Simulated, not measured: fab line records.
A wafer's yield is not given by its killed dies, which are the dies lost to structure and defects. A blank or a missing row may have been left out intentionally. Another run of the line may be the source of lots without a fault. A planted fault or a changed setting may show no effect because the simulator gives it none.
Problem report in the 8D (eight disciplines) form, filled by code + flow n5 finfet + the parts of the form that need people (team, actions taken, sign-off) are left out

== 1. PROBLEM STATEMENT ==
M0_RS at N5_BEOL_M0_RS_MEAS_126 reads a mean of 1.967 ohm/sq on 1 wafer of 1 lot; wafers without a fault read 0.534 ohm/sq with a standard deviation of 0.023. Relative to the usual mean, that is a shift of +62 standard deviations.
The step: measures by four-point-probe.
First seen on wafer L960.4, day 10 01:16, on film metro-01. The record has a number at this step for 27 wafers belonging to 9 lots. Rule for "out" (also "out of limits"): further than 4 standard deviations from the usual mean. The other wafers with a number count as sound.

== 2. WHAT THIS IS AND IS NOT ==
| question                    | is                | is not                                                              |
|-----------------------------|-------------------|---------------------------------------------------------------------|
| which readings at this step | M0_RS             | -                                                                   |
| which lots                  | L960              | L944, L951, L952, L953, L954, L956, L957, L965                      |
| which wafers of those lots  | L960.4            | L960.2, L960.5                                                      |
| read on which gauges        | film metro-01     | film metro-02                                                       |
| when                        | from day 10 01:16 | up to then (23 sound wafers); but 3 sound wafers of L965 came after |

== 3. SUSPECTS, AND WHAT RULES EACH OUT ==
Counting: if a tool at a process step up to the reading ran every lot that is out, it stays a suspect. Sound lots after the first of them don't rule it out here, since some wafers of a struck lot are sound.
- the gauge at N5_BEOL_M0_RS_MEAS_126: kept. All the wafers that are out were read on film metro-01, and no step on other tools shows them out.
- pecvd-01 at N5_BEOL_M0_SAQP_ILD_DEP_01 (deposits SiOC from DEMS/O2, target thk 45.419 nm, time 8.7 s): kept. The lot that is out, L960, ran on it at day 9 04:38; the last sound lot it ran before that was L957, at day 8 14:43.
- rtp anneal-01 at N5_BEOL_M0_ANNEAL_119 (time 90 s): kept. The lot that is out, L960, ran on it at day 10 00:24; the last sound lot it ran before that was L957, at day 9 03:23.
- cvd co-01 at N5_BEOL_M0_CO_CAP_123 (material Co, precursor CCTBA/H2, target thk 2 nm, time 102.1 s): kept. The lot that is out, L960, ran on it at day 10 01:05; the last sound lot it ran before that was L957, at day 9 04:15.
- Within pecvd-01 at N5_BEOL_M0_SAQP_ILD_DEP_01, the wafers that are out were processed in chamber 2 and their sound lot-mates in chamber 1.
- In cvd co-01 at N5_BEOL_M0_CO_CAP_123, the wafers that are out were processed in chamber 0 and their sound lot-mates in chambers 1, 2.
Left after counting: pecvd-01 at N5_BEOL_M0_SAQP_ILD_DEP_01, rtp anneal-01 at N5_BEOL_M0_ANNEAL_119, cvd co-01 at N5_BEOL_M0_CO_CAP_123, film metro-01 at N5_BEOL_M0_RS_MEAS_126.

== 4. THE CAUSE (what the simulator had put in) ==
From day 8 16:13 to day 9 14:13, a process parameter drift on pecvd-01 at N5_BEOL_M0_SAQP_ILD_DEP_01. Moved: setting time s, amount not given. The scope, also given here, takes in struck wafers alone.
Of the 4 suspects that counting leaves, this tool is one.

== 5. THE EFFECT CHAIN, in route order ==
Each row: a reading whose mean over the struck wafers that have a number lies more than 3 standard deviations from the usual. Only readings whose record carries a usual standard deviation are examined. hours: median over the lots of the time between each lot's start at the first step of this table that gives one and its start at this step. sigmas: the change, counted in usual standard deviations.
| hours | step                   | reading | usual        | on struck wafers | change | sigmas |
|-------|------------------------|---------|--------------|------------------|--------|--------|
| 0     | N5_BEOL_M0_RS_MEAS_126 | M0_RS   | 0.534 ohm/sq | 1.967            | +1.433 | +62    |
Readings that are blank on the struck wafers while sound wafers have them: susceptor temp C at N5_BEOL_M0_SAQP_ILD_DEP_01.
Later steps that measure or inspect, where all struck wafers having a row at the step show a number for every such reading and not one has moved that far: N5_BEOL_M0_INSPECT_127, N5_BEOL_M4_RC_MEAS_101.

== 6. WHAT WOULD HAVE CAUGHT IT SOONER ==
The first out-of-limits reading at a measuring or inspecting step in this record came at day 10 01:16, 33 hours after the fault's start at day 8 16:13.
Lots out: 1; all had begun N5_BEOL_M0_SAQP_ILD_DEP_01 on pecvd-01 by day 10 01:16. None of them would have been spared by holding the tool at that moment.
